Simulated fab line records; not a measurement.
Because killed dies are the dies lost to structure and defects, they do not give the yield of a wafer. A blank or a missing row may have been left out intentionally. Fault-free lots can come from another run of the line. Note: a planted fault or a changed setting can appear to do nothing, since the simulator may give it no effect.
fab line records -- flow n5Finfet
[record] lots = 12, wafers = 35, lastDay = 18
route steps=1938 shown DUMMY_GATE@216 MIM_BOT_ETCH@1866 PAD_METAL@1896 PASSIVATION@1926
lots that met no fault: taken from a fault-free run of the same line
startH: the number of hours between the record's first day and the start of the first shown wafer of the lot -- waitH: hours since the lot's step before -- " repeats the value in the row above -- L1.1+2: several wafers, shown together as one row -- - no value, or no start was given -- * or withheld: withheld -- < > ~ a bound
route shown NAME@n: a module of which the file shows steps, and the number in the route of the first -- usual: mean/standard deviation of fault-free wafers -- same: alike in all rows -- chamber/n: place in a boat -- sites: each site's reading -- _std_site: the values' standard deviation -- _edge_site: mean of outer sites minus mean of inner sites -- radiusMm: how far each site lies from the wafer's centre -- mask NAME#n: copy n -- behind: the most recent tool/chamber to have shaped the wafer -- hold: cause of the lot's hold/its duration in hours/its outcome -- device: the transistor (n, p or np) that didn't switch -- end of line: the route-end tests of the same wafers -- where a step has no rows: the recipe by itself -- killed: at the first sort, the dies lost to defects and structure; wafer yield is something else -- map: dies across one wafer; x = killed, . = not, _ = none there
set.NAME: the run value of the setting; set.NAME@STEP: its run value at that earlier step -- model.NAME: the simulator's own value behind a step, which no gauge read
the route's steps for a sample of lots (tables are steps, rows are wafers)
services: when a tool's chamber went out of use (startH, in hours from the record's first day, below 0 if earlier), for how many hours, and the reason
[[steps]]
[step N5_DUMMY_GATE_PRECLEAN_46]
[recipe] chemistry = DIW, timeS = 89.5, tempC = 23
[usual] tempC = 23.01/0.12
lot.wafer,tool,chamber,startH,waitH,tempC
L734.1,wetBench-03,7,40.74,0.0,23.18
L734.5,wetBench-03,5,40.74,0.0,22.98
L734.6,wetBench-03,3,40.74,0.0,22.99
L735.3,wetBench-03,7,49.10,0.0,22.82
L735.4,wetBench-03,4,49.10,0.0,22.94
L735.6,wetBench-03,5,49.10,0.0,23.23
L736.3,wetBench-02,0,55.03,0.0,23.06
L736.5,wetBench-02,3,55.03,0.0,23.02
L737.1,wetBench-02,3,59.13,0.0,22.84
L737.4,wetBench-02,4,59.13,0.0,22.85
L737.5,wetBench-02,7,59.13,0.0,22.97
L738.1,wetBench-04,4,65.84,0.0,23.20
L738.3,wetBench-04,0,65.84,0.0,23.08
L738.5,wetBench-04,5,65.84,0.0,22.89
L744.2,wetBench-02,3,103.92,0.0,23.07
L744.4,wetBench-02,1,103.92,0.0,23.03
L744.5,wetBench-02,0,103.92,0.0,23.03
L752.1,wetBench-03,7,150.16,0.0,23.25
L752.2,wetBench-03,1,150.16,0.0,23.10
L752.5,wetBench-03,4,150.16,0.0,22.96
L753.3,wetBench-03,5,156.18,0.0,23.23
L753.4,wetBench-03,4,156.18,0.0,22.72
L753.6,wetBench-03,6,156.18,0.0,23.19
L754.3,wetBench-04,0,163.75,0.0,22.86
L754.4,wetBench-04,6,163.75,0.0,23.10
L754.5,wetBench-04,4,163.75,0.0,22.90
L755.1,wetBench-04,5,171.70,0.0,22.93
L755.4,wetBench-04,4,171.70,0.0,23.02
L755.6,wetBench-04,0,171.70,0.0,22.89
L756.2,wetBench-03,3,173.99,0.0,23.33
L756.3,wetBench-03,2,173.99,0.0,22.96
L756.4,wetBench-03,1,173.99,0.0,22.98
L757.1,wetBench-04,1,181.21,0.0,22.98
L757.3,wetBench-04,0,181.21,0.0,22.97
L757.6,wetBench-04,2,181.21,0.0,22.87
[step N5_MIM_BOT_ETCH_ETCH_04]
[recipe] chemistry = CF4/O2, target = SiNx, targetDepthA = 260, timeS = 13, ionEnergyEv = 100, pressureMtorr = 40, sourceW = 535, biasW = 49, Ar_flow_sccm = 100, cf4FlowSccm = 100, O2_flow_sccm = 10
[usual] drypumpMotorCurrentA = 5.5/0.4, oesProductAu = 0.81/0.079, rfVppV = 241/7.5, showerheadPlenumPTorr = 2.24/0.074, throttleValvePct = 15.98/0.17
lot.wafer,tool,chamber,startH,waitH,drypumpMotorCurrentA,oesProductAu,rfHoursCounterH,rfVppV,showerheadPlenumPTorr,throttleValvePct
L734.1,rieDiel-03,2,260.44,0.0,6.0,0.86,67,247,2.32,15.74
L734.5,rieDiel-03,3,260.44,0.0,5.4,0.75,-,252,2.30,15.94
L734.6,rieDiel-03,0,260.44,0.0,5.5,0.69,-,238,2.10,16.44
L735.3,rieDiel-03,2,266.13,0.0,6.0,0.86,69,245,2.32,15.76
L735.4,rieDiel-03,0,266.13,0.0,5.5,0.69,-,239,2.10,16.45
L735.6,rieDiel-03,3,266.13,0.0,5.4,0.75,-,252,2.30,15.96
L737.1,rieDiel-01,3,289.66,0.0,5.6,0.72,151,244,2.20,15.82
L737.4,rieDiel-01,0,289.66,0.0,5.8,0.84,50,239,2.24,15.97
L737.5,rieDiel-01,3,289.66,0.0,5.6,0.73,-,243,2.20,15.82
L736.3,rieDiel-01,3,290.30,0.0,5.6,0.73,151,243,2.20,15.81
L736.5,rieDiel-01,0,290.30,0.0,5.8,0.84,-,238,2.25,15.98
L738.1,rieDiel-03,1,292.95,0.0,5.0,0.88,38,247,2.34,15.91
L738.3,rieDiel-03,0,292.95,0.0,5.5,0.68,224,237,2.09,16.48
L738.5,rieDiel-03,2,292.95,0.0,6.0,0.84,-,247,2.32,15.77
L744.2,rieDiel-01,0,363.90,0.0,5.8,0.81,78,237,2.24,16.05
L744.4,rieDiel-01,1,363.90,0.0,5.1,0.89,33,230,2.25,15.98
L744.5,rieDiel-01,1,363.90,0.0,5.0,0.89,-,231,2.25,15.99
L752.1,rieDiel-03,1,385.89,0.0,5.0,0.83,73,244,2.32,15.97
L752.2,rieDiel-03,3,385.89,0.0,5.4,0.71,163,251,2.29,16.04
L752.5,rieDiel-03,0,385.89,0.0,5.5,0.96,-,242,2.35,16.01
L753.3,rieDiel-01,3,393.03,0.0,5.6,0.70,189,244,2.18,15.89
L753.4,rieDiel-01,0,393.03,0.0,5.8,0.80,89,237,2.23,16.06
L753.6,rieDiel-01,1,393.03,0.0,5.0,0.87,-,229,2.25,16.00
L754.3,rieDiel-05,3,403.28,0.0,6.3,0.81,92,248,2.16,15.70
L754.4,rieDiel-05,0,403.28,0.0,4.7,0.79,109,235,2.23,15.86
L754.5,rieDiel-05,1,403.28,0.0,5.6,0.74,-,254,2.11,16.20
L755.1,rieDiel-03,1,407.44,0.0,5.0,0.81,83,245,2.32,16.01
L755.4,rieDiel-03,1,407.44,0.0,5.0,0.82,-,245,2.32,16.00
L755.6,rieDiel-03,3,407.44,0.0,5.4,0.71,-,250,2.28,16.07
L757.1,rieDiel-01,2,410.83,0.0,5.9,0.83,85,238,2.32,16.16
L757.3,rieDiel-01,3,410.83,0.0,5.6,0.70,196,244,2.18,15.90
L757.6,rieDiel-01,2,410.83,0.0,5.9,0.82,-,236,2.32,16.16
L756.2,rieDiel-01,1,416.21,0.0,5.0,0.86,52,230,2.25,16.03
L756.3,rieDiel-01,2,416.21,0.0,5.9,0.82,87,238,2.32,16.15
L756.4,rieDiel-01,0,416.21,0.0,5.8,0.78,98,237,2.23,16.09
[step N5_PASSIVATION_AL_DEP_21]
[recipe] material = Al, targetThkA = 28000, tempC = 400, timeS = 170, powerW = 30000, chamberPressurePa = 0.4, gas = Ar
[usual] throttleValvePct = 29.8/1
lot.wafer,tool,chamber,startH,waitH,throttleValvePct
L734.1,pvdSputter-02,-,264.28,0.1,31.2
L734.5,pvdSputter-02,-,264.28,0.1,29.6
L734.6,pvdSputter-02,-,264.28,0.1,29.7
L735.3,pvdSputter-01,-,272.99,0.1,29.8
L735.4,pvdSputter-01,-,272.99,0.1,30.9
L735.6,pvdSputter-01,-,272.99,0.1,29.6
L737.1,pvdSputter-01,-,294.39,0.1,29.9
L737.4,pvdSputter-01,-,294.39,0.1,29.8
L737.5,pvdSputter-01,-,294.39,0.1,31.0
L736.3,pvdSputter-01,-,294.73,0.1,29.9
L736.5,pvdSputter-01,-,294.73,0.1,30.1
L738.1,pvdSputter-02,-,297.34,0.1,28.7
L738.3,pvdSputter-02,-,297.34,0.1,29.3
L738.5,pvdSputter-02,-,297.34,0.1,31.4
L744.2,pvdSputter-01,-,366.53,0.1,29.8
L744.4,pvdSputter-01,-,366.53,0.1,29.7
L744.5,pvdSputter-01,-,366.53,0.1,31.0
L752.1,pvdSputter-03,-,391.93,0.1,28.4
L752.2,pvdSputter-03,-,391.93,0.1,28.8
L752.5,pvdSputter-03,-,391.93,0.1,28.7
L753.3,pvdSputter-02,-,397.57,0.1,29.8
L753.4,pvdSputter-02,-,397.57,0.1,31.5
L753.6,pvdSputter-02,-,397.57,0.1,28.8
L754.3,pvdSputter-02,-,405.61,0.1,29.8
L754.4,pvdSputter-02,-,405.61,0.1,28.9
L754.5,pvdSputter-02,-,405.61,0.1,29.6
L755.1,pvdSputter-03,-,410.00,0.1,31.9
L755.4,pvdSputter-03,-,410.00,0.1,28.5
L755.6,pvdSputter-03,-,410.00,0.1,28.6
L757.1,pvdSputter-03,-,413.74,0.1,29.7
L757.3,pvdSputter-03,-,413.74,0.1,28.6
L757.6,pvdSputter-03,-,413.74,0.1,31.7
L756.2,pvdSputter-01,-,418.92,0.1,29.7
L756.3,pvdSputter-01,-,418.92,0.1,29.4
L756.4,pvdSputter-01,-,418.92,0.1,30.9
[step N5_PASSIVATION_OVL_MEAS_66]
[recipe] pointsPerWafer = 44
[usual] PASS_OPEN_OVL = 3/4.9
lot.wafer,tool,chamber,startH,waitH,PASS_OPEN_OVL[nm]
L734.1,overlay-02,0,266.65,0.0,5
L734.5,overlay-02,0,266.65,0.0,1
L734.6,overlay-02,0,266.65,0.0,-5
L735.3,overlay-02,0,275.23,0.0,11
L735.4,overlay-02,0,275.23,0.0,0
L735.6,overlay-02,0,275.23,0.0,0
L737.1,overlay-01,0,297.96,0.0,3
L737.4,overlay-01,0,297.96,0.0,-4
L737.5,overlay-01,0,297.96,0.0,4
L736.3,overlay-02,0,299.11,0.0,-8
L736.5,overlay-02,0,299.11,0.0,-10
L738.1,overlay-02,0,300.21,0.0,6
L738.3,overlay-02,0,300.21,0.0,-6
L738.5,overlay-02,0,300.21,0.0,3
L744.2,overlay-02,0,368.90,0.0,8
L744.4,overlay-02,0,368.90,0.0,14
L744.5,overlay-02,0,368.90,0.0,5
L752.1,overlay-02,0,394.75,0.0,7
L752.2,overlay-02,0,394.75,0.0,11
L752.5,overlay-02,0,394.75,0.0,9
L753.3,overlay-02,0,399.92,0.0,1
L753.4,overlay-02,0,399.92,0.0,-5
L753.6,overlay-02,0,399.92,0.0,7
L754.3,overlay-01,0,408.21,0.0,4
L754.4,overlay-01,0,408.21,0.0,-6
L754.5,overlay-01,0,408.21,0.0,7
L755.1,overlay-01,0,412.36,0.0,7
L755.4,overlay-01,0,412.36,0.0,9
L755.6,overlay-01,0,412.36,0.0,8
L757.1,overlay-01,0,416.34,0.0,-6
L757.3,overlay-01,0,416.34,0.0,-7
L757.6,overlay-01,0,416.34,0.0,0
L756.2,overlay-02,0,421.29,0.0,5
L756.3,overlay-02,0,421.29,0.0,-1
L756.4,overlay-02,0,421.29,0.0,2
[step N5_PASSIVATION_PROBE_49]
[usual] defectLimitedYield = 91.0/1.4, killed_at_M0_to_M3 = 35/10, killed_at_M4_up = 14/5.5, killedAtContacts = 13/5.6, killedAtFrontEnd = 41/11, killedAtOther = 4/3.4, killedDies = 106/16, killedOnRim = 13/4, killedOpen = 68/12, killedShort = 35/7.3, sort_bin_4_leakage = 0.3/2.1, sort_bin_5_function = 5.3/0.89, sort_bin_6_memory = 3.4/0.67, sortNPass = 1070/28, sortYieldPct = 90.7/2.4
[same] grossDies = 1180, killedAtBackSide = 0, sort_bin_8_speed[%] = 0
lot.wafer,tool,chamber,startH,waitH,defectLimitedYield[%],killed_at_M0_to_M3,killed_at_M4_up,killedAtContacts,killedAtFrontEnd,killedAtOther,killedDies,killedOnRim,killedOpen,killedShort,sort_bin_4_leakage[%],sort_bin_5_function[%],sort_bin_6_memory[%],sortNPass,sortYieldPct[%]
L744.2,prober-02,-,372.05,0.1,80.3,32,23,13,164,0,232,28,81,32,0.3,10.8,5.4,945,80.1
L744.4,prober-02,-,372.15,0.2,91.1,37,12,18,35,3,105,14,70,30,0,4.8,3.4,1075,91.1
L744.5,prober-02,-,372.20,0.2,90.9,21,21,17,44,4,107,16,77,25,0,5.2,3.6,1073,90.9
// killed by level:class
L744.2 DUMMY_GATE:unspecified=114 FIN_SAQP:geometricParticle:open=12 MOL_CONTACT_COAG:geometricParticle:open=12 BEOL_M4:geometricParticle:open=12 BEOL_M2:geometricParticle:open=9 FIN_SAQP:geometricParticle:short=7 BEOL_M0_SAQP:geometricParticle:short=6 STARTING-WAFER:geometricParticle:open=5
L744.4 BEOL_M1:geometricParticle:open=16 MOL_CONTACT_COAG:geometricParticle:open=15 BEOL_M0_SAQP:geometricParticle:short=8 STI_FIN_REVEAL:geometricParticle:open=7 DUMMY_GATE:geometricParticle:open=5 BEOL_M4:geometricParticle:open=5 BEOL_M3:geometricParticle:open=4 HKMG_FIN:areaEtch=4
L744.5 MOL_CONTACT_COAG:geometricParticle:open=12 BEOL_M4:geometricParticle:open=11 DUMMY_GATE:geometricParticle:open=10 STI_FIN_REVEAL:geometricParticle:open=9 BEOL_M0_SAQP:geometricParticle:open=5 MOL_CONTACT_COAG:geometricParticle:short=4 BEOL_M0_SAQP:geometricParticle:short=4 BEOL_M2:geometricParticle:open=4
[[services]]
tool,chamber,startH,hours,kind
rieDiel-01,0,36.21,7.6,repair
rieDiel-01,2,37.04,3.7,repair
rieDiel-01,3,40.19,5.7,repair
rieDiel-01,-,51.33,2.8,pm
rieDiel-03,-,57.49,2.8,pm
rieDiel-01,3,91.95,1.8,repair
rieDiel-03,3,102.94,20.2,repair
rieDiel-03,2,110.03,1.3,repair
rieDiel-03,-,114.49,14.6,pm
rieDiel-01,3,120.80,2.2,repair
rieDiel-01,1,123.00,5.2,repair
pvdSputter-01,-,133.40,2.5,repair
rieDiel-03,0,167.94,1.8,repair
rieDiel-01,3,233.35,4.4,repair
rieDiel-03,1,260.43,9.6,repair
rieDiel-03,3,273.20,6.0,repair
wetBench-04,-,287.69,4.4,pm
rieDiel-03,1,316.51,4.1,repair
pvdSputter-03,-,316.53,4.6,repair
rieDiel-03,2,343.20,4.2,repair
wetBench-04,-,354.24,3.8,repair
pvdSputter-02,-,361.06,3.8,repair
rieDiel-03,0,396.55,16.0,repair
pvdSputter-01,-,402.82,1.1,repair
[[key]]
[firstSign] step = N5_PASSIVATION_PROBE_49, reading = killedAtFrontEnd, direction = up, sigmas = 11, usual = 41, struck = 164
[effect] step = N5_PASSIVATION_PROBE_49, reading = killedDies, direction = up, sigmas = 7.7, usual = 106, struck = 232
[moreKillsBornAt] N5_DUMMY_GATE_PRECLEAN_46@wetBench-02 = 114
metAt N5_DUMMY_GATE_PRECLEAN_46
struckLots L744
struckWafers L744.2
notActingAt N5_MIM_BOT_ETCH_ETCH_04,N5_PASSIVATION_AL_DEP_21,N5_PASSIVATION_OVL_MEAS_66
onsetBetween 59.13 103.92
[fault] kind = chamberParticleSource, tool = wetBench-02, chamber = 3, onsetH = 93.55, steps = N5_DUMMY_GATE_PRECLEAN_46, ratePerVisitCm2 = 1.461, endH = 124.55
